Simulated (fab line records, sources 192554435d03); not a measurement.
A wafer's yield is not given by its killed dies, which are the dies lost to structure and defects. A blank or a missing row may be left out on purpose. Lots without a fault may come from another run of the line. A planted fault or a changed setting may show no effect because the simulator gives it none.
Lot-split experiment / flow n5 finfet / on a route of 1938 steps: 7 lots, 21 wafers read

## THE SPLIT
At N5_BEOL_M4_VIA_ETCH_34 (etches the open film in C4F6/O2, target depth 69.4 nm, time 65.9 s), the setting source w was moved away from the recipe's 350 W on 6 of the 21 wafers read, by -15.1% to +12.4%. This setting was run at the recipe's value on the other wafers.

The reading is taken at the split's own step.

## THE READING
rf vpp V, in V, at N5_BEOL_M4_VIA_ETCH_34 (etches the open film in C4F6/O2, target depth 69.4 nm, time 65.9 s). On this fab line, fault-free wafers typically give 665 V with a standard deviation of 11 V.

wafer=L079.2; tool, chamber at the split=rie diel-03, 0; source w as run, W=350; against the recipe=recipe; rf vpp V, V=680; against lot-mates on the recipe=-
wafer=L079.3; tool, chamber at the split=rie diel-03, 1; source w as run, W=350; against the recipe=recipe; rf vpp V, V=669; against lot-mates on the recipe=-
wafer=L079.4; tool, chamber at the split=rie diel-03, 3; source w as run, W=350; against the recipe=recipe; rf vpp V, V=655; against lot-mates on the recipe=-
wafer=L081.3; tool, chamber at the split=rie diel-01, 3; source w as run, W=350; against the recipe=recipe; rf vpp V, V=655; against lot-mates on the recipe=-
wafer=L081.5; tool, chamber at the split=rie diel-01, 3; source w as run, W=350; against the recipe=recipe; rf vpp V, V=657; against lot-mates on the recipe=-
wafer=L081.6; tool, chamber at the split=rie diel-01, 2; source w as run, W=306.8; against the recipe=-12.3%; rf vpp V, V=722; against lot-mates on the recipe=+66
wafer=L085.1; tool, chamber at the split=rie diel-01, 2; source w as run, W=350; against the recipe=recipe; rf vpp V, V=675; against lot-mates on the recipe=-
wafer=L085.4; tool, chamber at the split=rie diel-01, 0; source w as run, W=350; against the recipe=recipe; rf vpp V, V=662; against lot-mates on the recipe=-
wafer=L085.6; tool, chamber at the split=rie diel-01, 0; source w as run, W=350; against the recipe=recipe; rf vpp V, V=661; against lot-mates on the recipe=-
wafer=L088.2; tool, chamber at the split=rie diel-01, 2; source w as run, W=297; against the recipe=-15.1%; rf vpp V, V=731; against lot-mates on the recipe=+71
wafer=L088.3; tool, chamber at the split=rie diel-01, 3; source w as run, W=297; against the recipe=-15.1%; rf vpp V, V=712; against lot-mates on the recipe=+52
wafer=L088.4; tool, chamber at the split=rie diel-01, 0; source w as run, W=350; against the recipe=recipe; rf vpp V, V=660; against lot-mates on the recipe=-
wafer=L089.2; tool, chamber at the split=rie diel-05, 2; source w as run, W=350; against the recipe=recipe; rf vpp V, V=666; against lot-mates on the recipe=-
wafer=L089.5; tool, chamber at the split=rie diel-05, 1; source w as run, W=373.3; against the recipe=+6.7%; rf vpp V, V=639; against lot-mates on the recipe=-27
wafer=L089.6; tool, chamber at the split=rie diel-05, 2; source w as run, W=350; against the recipe=recipe; rf vpp V, V=666; against lot-mates on the recipe=-
wafer=L094.2; tool, chamber at the split=rie diel-03, 3; source w as run, W=350; against the recipe=recipe; rf vpp V, V=654; against lot-mates on the recipe=-
wafer=L094.3; tool, chamber at the split=rie diel-03, 1; source w as run, W=350; against the recipe=recipe; rf vpp V, V=681; against lot-mates on the recipe=-
wafer=L094.4; tool, chamber at the split=rie diel-03, 1; source w as run, W=333.9; against the recipe=-4.6%; rf vpp V, V=696; against lot-mates on the recipe=+28
wafer=L096.1; tool, chamber at the split=rie diel-05, 0; source w as run, W=350; against the recipe=recipe; rf vpp V, V=661; against lot-mates on the recipe=-
wafer=L096.2; tool, chamber at the split=rie diel-05, 3; source w as run, W=350; against the recipe=recipe; rf vpp V, V=663; against lot-mates on the recipe=-
wafer=L096.4; tool, chamber at the split=rie diel-05, 2; source w as run, W=393.5; against the recipe=+12.4%; rf vpp V, V=629; against lot-mates on the recipe=-33

THE FIT
A straight line over all 21 wafers: rf vpp V changes by -3.79 V for each +1% of source w; r = -0.94; the points scatter about the line by 9.2 V.
The same after taking each lot's own level away (the mean of its wafers on the recipe; 21 wafers): -4.02 V for each +1%; r = -0.94; scatter 9 V.
According to that fit, moving source w by its largest amount changes the reading by 61 V.
Across the lots, their own levels run from 656.0 to 668.0 V, a range of 1.1 times the standard deviation given above.
The two slopes are in agreement: the lot-to-lot level therefore moves the slope only a little.
Check: for one of the wafers moved furthest among these (-15.1%), held out of the fit, the line's prediction against its lot-mates is +59.7 V. Against them it came out at +71 V.
Tool readings at the split's step, against how far the setting was moved: rf vpp V r = -0.94.

## ADDITIONAL SPLITS CARRIED BY THESE WAFERS
Note: prior to the reading, these wafers also went through further splits. Each is held against what the fit with the lots' levels taken away leaves over:
other split on the same wafers=N5_BEOL_M4_DESCUM_16 time s; wafers away from the commonest value=4; r with rf vpp V (lot level and that fit taken away)=-0.18

## THE FILE'S OWN FIT
rf vpp V changes by -4.06 V for each +1% of source w, r = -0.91.
